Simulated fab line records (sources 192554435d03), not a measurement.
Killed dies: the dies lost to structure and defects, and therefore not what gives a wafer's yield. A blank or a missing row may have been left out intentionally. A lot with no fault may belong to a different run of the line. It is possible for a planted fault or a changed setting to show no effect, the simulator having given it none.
fab line records :: flow n5-finfet
record
  lots=7
  wafers=21
route steps=1938 shown BEOL_M14@1730 BEOL_M15@1779 PASSIVATION@1929
start-h: the number of hours between the record's first day and the start of the first shown wafer of the lot :: wait-h: hours from the lot's prior step to this one :: " the same as in the row above :: L1.1+2: a row that stands for several wafers :: - either no value or no given start :: * or withheld: withheld :: < > ~ a bound
route shown NAME@n: a module of which the file shows steps, and the number in the route of the first :: usual: mean/standard deviation of fault-free wafers :: same: alike in all rows :: chamber/n: place in a boat :: sites: the reading at each site :: _std_site: standard deviation of those values :: _edge_site: inner sites' mean taken away from outer sites' mean :: radius-mm: for every site, how far away it sits from the centre of the wafer :: mask NAME#n: copy n :: behind: the tool/chamber that last shaped the wafer :: hold: why the lot went on hold/how many hours it stayed there/how the hold came to an end :: device: names the non-switching transistor (n, p or np) :: end of line: at the end of the route, the tests of the same wafers :: a step given without rows: its recipe and nothing more :: killed: count of dies lost to structure and defects at first sort (not the wafer's yield) :: map: a wafer's dies, x killed, . not, _ none there
set.NAME: the run value of the setting; set.NAME@STEP: its run value at that earlier step :: model.NAME: the simulator's own value behind a step, which no gauge read
lots where settings were altered on purpose, with a table for each step and a row for each wafer
## steps
# step N5_BEOL_M14_ETCH_59
# recipe
  chemistry=N2/H2
  target=BARC
  target-depth-a=890
  overetch-a=267
  time-s=67.9
  ion-energy-ev=200
  pressure-mtorr=30
  source-w=840
  bias-w=150
  n2-flow-sccm=200
  h2-flow-sccm=200
lot.wafer: L075.1
tool: rie-diel-05
chamber: 0
start-h: 246.08
wait-h: 0.0
set.time-s: 67.9
model.coat_of_BEOL_M14_COAT_04.thk-nm: 718

lot.wafer: L075.2
tool: rie-diel-05
chamber: 1
start-h: 246.08
wait-h: 0.0
set.time-s: 59.67
model.coat_of_BEOL_M14_COAT_04.thk-nm: 729.2

lot.wafer: L075.5
tool: rie-diel-05
chamber: 0
start-h: 246.08
wait-h: 0.0
set.time-s: 67.9
model.coat_of_BEOL_M14_COAT_04.thk-nm: 717.4

lot.wafer: L082.1
tool: rie-diel-04
chamber: 2
start-h: 290.19
wait-h: 0.0
set.time-s: 67.9
model.coat_of_BEOL_M14_COAT_04.thk-nm: 716.2

lot.wafer: L082.2
tool: rie-diel-04
chamber: 1
start-h: 290.19
wait-h: 0.0
set.time-s: 67.9
model.coat_of_BEOL_M14_COAT_04.thk-nm: 712.8

lot.wafer: L082.4
tool: rie-diel-04
chamber: 3
start-h: 290.19
wait-h: 0.0
set.time-s: 67.9
model.coat_of_BEOL_M14_COAT_04.thk-nm: 715

lot.wafer: L087.3
tool: rie-diel-05
chamber: 2
start-h: 319.88
wait-h: 0.0
set.time-s: 53.13
model.coat_of_BEOL_M14_COAT_04.thk-nm: 735

lot.wafer: L087.5
tool: rie-diel-05
chamber: 1
start-h: 319.88
wait-h: 0.0
set.time-s: 67.9
model.coat_of_BEOL_M14_COAT_04.thk-nm: 716.8

lot.wafer: L087.6
tool: rie-diel-05
chamber: 0
start-h: 319.88
wait-h: 0.0
set.time-s: 53.13
model.coat_of_BEOL_M14_COAT_04.thk-nm: 728

lot.wafer: L090.4
tool: rie-diel-01
chamber: 1
start-h: 337.85
wait-h: 0.0
set.time-s: 67.9
model.coat_of_BEOL_M14_COAT_04.thk-nm: 709.2

lot.wafer: L090.5
tool: rie-diel-01
chamber: 1
start-h: 337.85
wait-h: 0.0
set.time-s: 67.9
model.coat_of_BEOL_M14_COAT_04.thk-nm: 710.4

lot.wafer: L090.6
tool: rie-diel-01
chamber: 0
start-h: 337.85
wait-h: 0.0
set.time-s: 81.19
model.coat_of_BEOL_M14_COAT_04.thk-nm: 701.8

lot.wafer: L091.3
tool: rie-diel-05
chamber: 2
start-h: 339.12
wait-h: 0.0
set.time-s: 57.09
model.coat_of_BEOL_M14_COAT_04.thk-nm: 736.2

lot.wafer: L091.4
tool: rie-diel-05
chamber: 1
start-h: 339.12
wait-h: 0.0
set.time-s: 67.9
model.coat_of_BEOL_M14_COAT_04.thk-nm: 720.2

lot.wafer: L091.5
tool: rie-diel-05
chamber: 2
start-h: 339.12
wait-h: 0.0
set.time-s: 57.09
model.coat_of_BEOL_M14_COAT_04.thk-nm: 734.6

lot.wafer: L092.1
tool: rie-diel-01
chamber: 3
start-h: 351.20
wait-h: 0.0
set.time-s: 67.9
model.coat_of_BEOL_M14_COAT_04.thk-nm: 721.4

lot.wafer: L092.4
tool: rie-diel-01
chamber: 1
start-h: 351.20
wait-h: 0.0
set.time-s: 67.9
model.coat_of_BEOL_M14_COAT_04.thk-nm: 716.4

lot.wafer: L092.5
tool: rie-diel-01
chamber: 1
start-h: 351.20
wait-h: 0.0
set.time-s: 67.9
model.coat_of_BEOL_M14_COAT_04.thk-nm: 718.4

lot.wafer: L097.3
tool: rie-diel-04
chamber: 2
start-h: 385.11
wait-h: 0.0
set.time-s: 67.9
model.coat_of_BEOL_M14_COAT_04.thk-nm: 713.4

lot.wafer: L097.4
tool: rie-diel-04
chamber: 3
start-h: 385.11
wait-h: 0.0
set.time-s: 67.9
model.coat_of_BEOL_M14_COAT_04.thk-nm: 718.8

lot.wafer: L097.5
tool: rie-diel-04
chamber: 2
start-h: 385.11
wait-h: 0.0
set.time-s: 67.9
model.coat_of_BEOL_M14_COAT_04.thk-nm: 717.8
# step N5_BEOL_M15_EXPOSE_07
# recipe
  mask-id=V14
  na=0.8
  source-shape=annular
  sigma-inner=0.5
  sigma-outer=0.8
  polarization=unpolarized
  attpsm-phase-deg=180
  dose-mj=41.25
lot.wafer: L075.1+2+5
tool: krf-scanner-01
chamber: 0
start-h: 251.40
wait-h: -
mask: V14#0
set.dose-mj: 41.25

lot.wafer: L082.1+2+4
tool: krf-scanner-01
chamber: 0
start-h: 294.45
wait-h: -
mask: V14#0
set.dose-mj: 41.25

lot.wafer: L087.3+5+6
tool: krf-scanner-01
chamber: 0
start-h: 325.24
wait-h: -
mask: V14#0
set.dose-mj: 38.5

lot.wafer: L090.4
tool: krf-scanner-01
chamber: 0
start-h: 343.01
wait-h: -
mask: V14#0
set.dose-mj: 39.88

lot.wafer: L090.5+6
tool: krf-scanner-01
chamber: 0
start-h: 343.01
wait-h: -
mask: V14#0
set.dose-mj: 41.25

lot.wafer: L091.3
tool: krf-scanner-02
chamber: 0
start-h: 343.66
wait-h: -
mask: V14#0
set.dose-mj: 41.25

lot.wafer: L091.4+5
tool: krf-scanner-02
chamber: 0
start-h: 343.66
wait-h: -
mask: V14#0
set.dose-mj: 44.08

lot.wafer: L092.1
tool: krf-scanner-02
chamber: 0
start-h: 357.51
wait-h: -
mask: V14#0
set.dose-mj: 40.04

lot.wafer: L092.4+5
tool: krf-scanner-02
chamber: 0
start-h: 357.51
wait-h: -
mask: V14#0
set.dose-mj: 41.25

lot.wafer: L097.3
tool: krf-scanner-02
chamber: 0
start-h: 389.99
wait-h: -
mask: V14#0
set.dose-mj: 41.25

lot.wafer: L097.4+5
tool: krf-scanner-02
chamber: 0
start-h: 389.99
wait-h: -
mask: V14#0
set.dose-mj: 39.14
# step N5_BEOL_M15_PEB_08
# recipe
  peb-temp-c=130
  peb-time-s=90
# step N5_BEOL_M15_DEVELOP_09
# recipe
  develop-time-s=45
  rinse-liquid=diw
  dry=air-spin
  dev-temp-c=21
# step N5_BEOL_M15_HARDBAKE_14
# recipe
  temp-c=130
  time-s=120
# step N5_BEOL_M15_CD_MEAS_10
# recipe
  target-cd-nm=360
  landing-energy-ev=500
  detector=se-inlens
  polarity=opening
# usual
  cd-nm=358.3/1.9
lot.wafer: L075.1
tool: cd-sem-01
chamber: 0
start-h: 251.57
wait-h: -
set.dose-mj@BEOL_M15_EXPOSE_07: 41.25
cd-nm: 356.9

lot.wafer: L075.2
tool: cd-sem-01
chamber: 0
start-h: 251.57
wait-h: -
set.dose-mj@BEOL_M15_EXPOSE_07: 41.25
cd-nm: 356.2

lot.wafer: L075.5
tool: cd-sem-01
chamber: 0
start-h: 251.57
wait-h: -
set.dose-mj@BEOL_M15_EXPOSE_07: 41.25
cd-nm: 358.8

lot.wafer: L082.1
tool: cd-sem-01
chamber: 0
start-h: 294.62
wait-h: -
set.dose-mj@BEOL_M15_EXPOSE_07: 41.25
cd-nm: 358.1

lot.wafer: L082.2
tool: cd-sem-01
chamber: 0
start-h: 294.62
wait-h: -
set.dose-mj@BEOL_M15_EXPOSE_07: 41.25
cd-nm: 356.9

lot.wafer: L082.4
tool: cd-sem-01
chamber: 0
start-h: 294.62
wait-h: -
set.dose-mj@BEOL_M15_EXPOSE_07: 41.25
cd-nm: 359.1

lot.wafer: L087.3
tool: cd-sem-02
chamber: 0
start-h: 325.41
wait-h: -
set.dose-mj@BEOL_M15_EXPOSE_07: 38.5
cd-nm: 344.1

lot.wafer: L087.5
tool: cd-sem-02
chamber: 0
start-h: 325.41
wait-h: -
set.dose-mj@BEOL_M15_EXPOSE_07: 38.5
cd-nm: 344.6

lot.wafer: L087.6
tool: cd-sem-02
chamber: 0
start-h: 325.41
wait-h: -
set.dose-mj@BEOL_M15_EXPOSE_07: 38.5
cd-nm: 345.5

lot.wafer: L090.4
tool: cd-sem-03
chamber: 0
start-h: 343.17
wait-h: -
set.dose-mj@BEOL_M15_EXPOSE_07: 39.88
cd-nm: 355.8

lot.wafer: L090.5
tool: cd-sem-03
chamber: 0
start-h: 343.17
wait-h: -
set.dose-mj@BEOL_M15_EXPOSE_07: 41.25
cd-nm: 358.7

lot.wafer: L090.6
tool: cd-sem-03
chamber: 0
start-h: 343.17
wait-h: -
set.dose-mj@BEOL_M15_EXPOSE_07: 41.25
cd-nm: 360.2

lot.wafer: L091.3
tool: cd-sem-03
chamber: 0
start-h: 343.82
wait-h: -
set.dose-mj@BEOL_M15_EXPOSE_07: 41.25
cd-nm: 360.5

lot.wafer: L091.4
tool: cd-sem-03
chamber: 0
start-h: 343.82
wait-h: -
set.dose-mj@BEOL_M15_EXPOSE_07: 44.08
cd-nm: 368.0

lot.wafer: L091.5
tool: cd-sem-03
chamber: 0
start-h: 343.82
wait-h: -
set.dose-mj@BEOL_M15_EXPOSE_07: 44.08
cd-nm: 368.8

lot.wafer: L092.1
tool: cd-sem-01
chamber: 0
start-h: 357.69
wait-h: -
set.dose-mj@BEOL_M15_EXPOSE_07: 40.04
cd-nm: 357.0

lot.wafer: L092.4
tool: cd-sem-01
chamber: 0
start-h: 357.69
wait-h: -
set.dose-mj@BEOL_M15_EXPOSE_07: 41.25
cd-nm: 358.0

lot.wafer: L092.5
tool: cd-sem-01
chamber: 0
start-h: 357.69
wait-h: -
set.dose-mj@BEOL_M15_EXPOSE_07: 41.25
cd-nm: 360.4

lot.wafer: L097.3
tool: cd-sem-03
chamber: 0
start-h: 390.16
wait-h: -
set.dose-mj@BEOL_M15_EXPOSE_07: 41.25
cd-nm: 357.2

lot.wafer: L097.4
tool: cd-sem-03
chamber: 0
start-h: 390.16
wait-h: -
set.dose-mj@BEOL_M15_EXPOSE_07: 39.14
cd-nm: 347.0

lot.wafer: L097.5
tool: cd-sem-03
chamber: 0
start-h: 390.16
wait-h: -
set.dose-mj@BEOL_M15_EXPOSE_07: 39.14
cd-nm: 344.7
# step N5_BEOL_M15_STRIP_65
# recipe
  chemistry=post-etch-residue-remover
  time-s=60
  temp-c=25
  remover-ph=withheld
  remover-water-wt-pct=withheld
  remover-fluoride-wt-pct=withheld
# step N5_BEOL_M15_SRD_66
# recipe
  time-s=30
  temp-c=23
  rinse-liquid=diw
  dry=n2-spin
  spin-rpm=1500
  dry-time-s=30
# step N5_BEOL_M15_CD_MEAS_17
# recipe
  target-cd-nm=360
  polarity=opening
# usual
  cd-nm=359.8/2.5
lot.wafer: L075.1
tool: cd-sem-01
chamber: -
start-h: 252.16
wait-h: 0.0
set.dose-mj@BEOL_M15_EXPOSE_07: 41.25
cd-nm: 359.9

lot.wafer: L075.2
tool: cd-sem-01
chamber: -
start-h: 252.16
wait-h: 0.0
set.dose-mj@BEOL_M15_EXPOSE_07: 41.25
cd-nm: 358.3

lot.wafer: L075.5
tool: cd-sem-01
chamber: -
start-h: 252.16
wait-h: 0.0
set.dose-mj@BEOL_M15_EXPOSE_07: 41.25
cd-nm: 358.6

lot.wafer: L082.1
tool: cd-sem-01
chamber: -
start-h: 295.78
wait-h: 0.0
set.dose-mj@BEOL_M15_EXPOSE_07: 41.25
cd-nm: 359.5

lot.wafer: L082.2
tool: cd-sem-01
chamber: -
start-h: 295.78
wait-h: 0.0
set.dose-mj@BEOL_M15_EXPOSE_07: 41.25
cd-nm: 356.4

lot.wafer: L082.4
tool: cd-sem-01
chamber: -
start-h: 295.78
wait-h: 0.0
set.dose-mj@BEOL_M15_EXPOSE_07: 41.25
cd-nm: 359.4

lot.wafer: L087.3
tool: cd-sem-02
chamber: -
start-h: 325.99
wait-h: 0.0
set.dose-mj@BEOL_M15_EXPOSE_07: 38.5
cd-nm: 344.4

lot.wafer: L087.5
tool: cd-sem-02
chamber: -
start-h: 325.99
wait-h: 0.0
set.dose-mj@BEOL_M15_EXPOSE_07: 38.5
cd-nm: 345.0

lot.wafer: L087.6
tool: cd-sem-02
chamber: -
start-h: 325.99
wait-h: 0.0
set.dose-mj@BEOL_M15_EXPOSE_07: 38.5
cd-nm: 348.7

lot.wafer: L090.4
tool: cd-sem-01
chamber: -
start-h: 343.76
wait-h: 0.0
set.dose-mj@BEOL_M15_EXPOSE_07: 39.88
cd-nm: 358.5

lot.wafer: L090.5
tool: cd-sem-01
chamber: -
start-h: 343.76
wait-h: 0.0
set.dose-mj@BEOL_M15_EXPOSE_07: 41.25
cd-nm: 361.4

lot.wafer: L090.6
tool: cd-sem-01
chamber: -
start-h: 343.76
wait-h: 0.0
set.dose-mj@BEOL_M15_EXPOSE_07: 41.25
cd-nm: 360.1

lot.wafer: L091.3
tool: cd-sem-02
chamber: -
start-h: 344.41
wait-h: 0.0
set.dose-mj@BEOL_M15_EXPOSE_07: 41.25
cd-nm: 360.6

lot.wafer: L091.4
tool: cd-sem-02
chamber: -
start-h: 344.41
wait-h: 0.0
set.dose-mj@BEOL_M15_EXPOSE_07: 44.08
cd-nm: 369.5

lot.wafer: L091.5
tool: cd-sem-02
chamber: -
start-h: 344.41
wait-h: 0.0
set.dose-mj@BEOL_M15_EXPOSE_07: 44.08
cd-nm: 372.2

lot.wafer: L092.1
tool: cd-sem-03
chamber: -
start-h: 358.27
wait-h: 0.0
set.dose-mj@BEOL_M15_EXPOSE_07: 40.04
cd-nm: 358.7

lot.wafer: L092.4
tool: cd-sem-03
chamber: -
start-h: 358.27
wait-h: 0.0
set.dose-mj@BEOL_M15_EXPOSE_07: 41.25
cd-nm: 359.7

lot.wafer: L092.5
tool: cd-sem-03
chamber: -
start-h: 358.27
wait-h: 0.0
set.dose-mj@BEOL_M15_EXPOSE_07: 41.25
cd-nm: 362.3

lot.wafer: L097.3
tool: cd-sem-02
chamber: -
start-h: 390.79
wait-h: 0.0
set.dose-mj@BEOL_M15_EXPOSE_07: 41.25
cd-nm: 358.2

lot.wafer: L097.4
tool: cd-sem-02
chamber: -
start-h: 390.79
wait-h: 0.0
set.dose-mj@BEOL_M15_EXPOSE_07: 39.14
cd-nm: 349.4

lot.wafer: L097.5
tool: cd-sem-02
chamber: -
start-h: 390.79
wait-h: 0.0
set.dose-mj@BEOL_M15_EXPOSE_07: 39.14
cd-nm: 347.3
# step N5_PASSIVATION_PASS_ETCH_47
# recipe
  chemistry=CF4/O2
  target=SiNx
  target-depth-a=7700
  time-s=385
  ion-energy-ev=100
  pressure-mtorr=40
  source-w=535
  bias-w=49
  Ar_flow_sccm=100
  cf4-flow-sccm=100
  O2_flow_sccm=10
lot.wafer: L075.1
tool: rie-diel-05
chamber: 1
start-h: 269.78
wait-h: 0.0
set.source-w: 475.8
model.etch.depth-nm: 689.5

lot.wafer: L075.2
tool: rie-diel-05
chamber: 0
start-h: 269.78
wait-h: 0.0
set.source-w: 475.8
model.etch.depth-nm: 705.3

lot.wafer: L075.5
tool: rie-diel-05
chamber: 1
start-h: 269.78
wait-h: 0.0
set.source-w: 535
model.etch.depth-nm: 753

lot.wafer: L082.1
tool: rie-diel-04
chamber: 2
start-h: 313.50
wait-h: 0.0
set.source-w: 535
model.etch.depth-nm: 771.3

lot.wafer: L082.2
tool: rie-diel-04
chamber: 3
start-h: 313.50
wait-h: 0.0
set.source-w: 535
model.etch.depth-nm: 789.1

lot.wafer: L082.4
tool: rie-diel-04
chamber: 0
start-h: 313.50
wait-h: 0.0
set.source-w: 535
model.etch.depth-nm: 747.2

lot.wafer: L087.3
tool: rie-diel-01
chamber: 0
start-h: 343.05
wait-h: 0.0
set.source-w: 535
model.etch.depth-nm: 759.5

lot.wafer: L087.5
tool: rie-diel-01
chamber: 0
start-h: 343.05
wait-h: 0.0
set.source-w: 535
model.etch.depth-nm: 763.4

lot.wafer: L087.6
tool: rie-diel-01
chamber: 1
start-h: 343.05
wait-h: 0.0
set.source-w: 535
model.etch.depth-nm: 803.1

lot.wafer: L090.4
tool: rie-diel-01
chamber: 1
start-h: 360.20
wait-h: 0.0
set.source-w: 535
model.etch.depth-nm: 803.6

lot.wafer: L090.5
tool: rie-diel-01
chamber: 0
start-h: 360.20
wait-h: 0.0
set.source-w: 535
model.etch.depth-nm: 767.3

lot.wafer: L090.6
tool: rie-diel-01
chamber: 1
start-h: 360.20
wait-h: 0.0
set.source-w: 599.3
model.etch.depth-nm: 890.8

lot.wafer: L091.3
tool: rie-diel-05
chamber: 1
start-h: 362.85
wait-h: 0.0
set.source-w: 588.1
model.etch.depth-nm: 830.9

lot.wafer: L091.4
tool: rie-diel-05
chamber: 3
start-h: 362.85
wait-h: 0.0
set.source-w: 535
model.etch.depth-nm: 763.2

lot.wafer: L091.5
tool: rie-diel-05
chamber: 1
start-h: 362.85
wait-h: 0.0
set.source-w: 535
model.etch.depth-nm: 764.9

lot.wafer: L092.1
tool: rie-diel-04
chamber: 0
start-h: 375.40
wait-h: 0.0
set.source-w: 535
model.etch.depth-nm: 730

lot.wafer: L092.4
tool: rie-diel-04
chamber: 2
start-h: 375.40
wait-h: 0.0
set.source-w: 535
model.etch.depth-nm: 762

lot.wafer: L092.5
tool: rie-diel-04
chamber: 2
start-h: 375.40
wait-h: 0.0
set.source-w: 506.5
model.etch.depth-nm: 727.7

lot.wafer: L097.3
tool: rie-diel-04
chamber: 2
start-h: 411.52
wait-h: 0.0
set.source-w: 566.3
model.etch.depth-nm: 818.9

lot.wafer: L097.4
tool: rie-diel-04
chamber: 2
start-h: 411.52
wait-h: 0.0
set.source-w: 535
model.etch.depth-nm: 777.5

lot.wafer: L097.5
tool: rie-diel-04
chamber: 1
start-h: 411.52
wait-h: 0.0
set.source-w: 566.3
model.etch.depth-nm: 804.6
## key
split
  step=N5_BEOL_M14_ETCH_59
  setting=time-s
  stated=67.9
  by=wafer
response
  step=N5_BEOL_M14_ETCH_59
  reading=model.coat_of_BEOL_M14_COAT_04.thk-nm
  change=-0.683
  per=1%
  r=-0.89
split
  step=N5_BEOL_M15_EXPOSE_07
  setting=dose-mj
  stated=41.25
  by=wafer
response
  step=N5_BEOL_M15_CD_MEAS_10
  reading=cd-nm
  change=+1.41
  per=1%
  r=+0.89
response
  step=N5_BEOL_M15_CD_MEAS_17
  reading=cd-nm
  change=+1.45
  per=1%
  r=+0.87
split
  step=N5_PASSIVATION_PASS_ETCH_47
  setting=source-w
  stated=535
  by=wafer
response
  step=N5_PASSIVATION_PASS_ETCH_47
  reading=model.etch.depth-nm
  change=+6.64
  per=1%
  r=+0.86
